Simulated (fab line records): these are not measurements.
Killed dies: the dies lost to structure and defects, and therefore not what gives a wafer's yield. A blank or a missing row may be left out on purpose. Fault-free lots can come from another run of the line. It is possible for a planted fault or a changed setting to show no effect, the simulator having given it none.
Chamber matching | flow n5 finfet | N5_BEOL_M7_ETCH_62 on rie diel-01 has 4 sister chambers
The step etches SOC in N2/H2, target depth 110 nm, overetch 22 nm, time 165 s. 16 wafers are shown with their chamber, then 8 later ones without.

EACH WAFER AND ITS CHAMBER
wafer  | chamber | drypump motor current A (A) | showerhead plenum p Torr (Torr) | throttle valve pct (%)
L074.1 | 3       | 5.2                         | 2.57                            | 17.94
L074.2 | 0       | 6.8                         | 2.71                            | 17.82
L074.6 | 3       | 5.2                         | 2.57                            | 17.95
L081.3 | 0       | 6.8                         | 2.70                            | 17.82
L081.4 | 2       | 5.3                         | 2.48                            | 17.72
L081.5 | 2       | 5.4                         | 2.48                            | 17.72
L087.1 | 1       | 5.5                         | 2.58                            | 17.51
L087.3 | 3       | 5.2                         | 2.57                            | 17.99
L087.6 | 1       | 5.5                         | 2.58                            | 17.49
L091.1 | 2       | 5.3                         | 2.47                            | 17.76
L091.2 | 1       | 5.5                         | 2.57                            | 17.50
L091.4 | 3       | 5.2                         | 2.56                            | 17.98
L089.3 | 0       | 6.7                         | 2.70                            | 17.87
L089.4 | 3       | 5.2                         | 2.56                            | 18.01
L089.5 | 1       | 5.5                         | 2.57                            | 17.50
L093.1 | 2       | 5.3                         | 2.47                            | 17.76

SIGNATURES, as means of the wafers listed above
reading                  | chamber 0 | chamber 1 | chamber 2 | chamber 3 | scatter within a chamber
drypump motor current A  | 6.767     | 5.500     | 5.325     | 5.200     | 0.0344
showerhead plenum p Torr | 2.7033    | 2.5750    | 2.4750    | 2.5660    | 0.00568
throttle valve pct       | 17.8367   | 17.5000   | 17.7400   | 17.9740   | 0.0238
Rule: for each reading, subtract the chamber's mean from the wafer's reading, divide by that reading's scatter and square the result; add these up over the readings and take the root, which gives the wafer's distance from the chamber. The wafer belongs to the nearest chamber; if the next one is less than 2 further off, it can't be placed. How the scatter is found: for the shown wafers, subtract from each reading the mean of its chamber, square and add these, divide the total by (wafers less chambers), then take the root.

WAFERS MISSING THEIR CHAMBER
wafer  | drypump motor current A (A) | showerhead plenum p Torr (Torr) | throttle valve pct (%)
L093.2 | 5.2                         | 2.56                            | 18.01
L093.3 | 6.8                         | 2.70                            | 17.86
L093.4 | 5.5                         | 2.57                            | 17.50
L093.5 | 5.5                         | 2.57                            | 17.51
L093.6 | 5.3                         | 2.47                            | 17.76
L092.2 | 5.4                         | 2.47                            | 17.75
L092.3 | 5.2                         | 2.56                            | 18.02
L092.4 | 5.5                         | 2.57                            | 17.51

CHAMBER TAKEN BY EACH
wafer  | from the rows above | in truth
L093.2 | 3                   | 3
L093.3 | 0                   | 0
L093.4 | 1                   | 1
L093.5 | 1                   | 1
L093.6 | 2                   | 2
L092.2 | 2                   | 2
L092.3 | 3                   | 3
L092.4 | 1                   | 1
Correct placement for 8 of the 8. Left unplaced by these rows: 0. Number placed wrongly: 0.
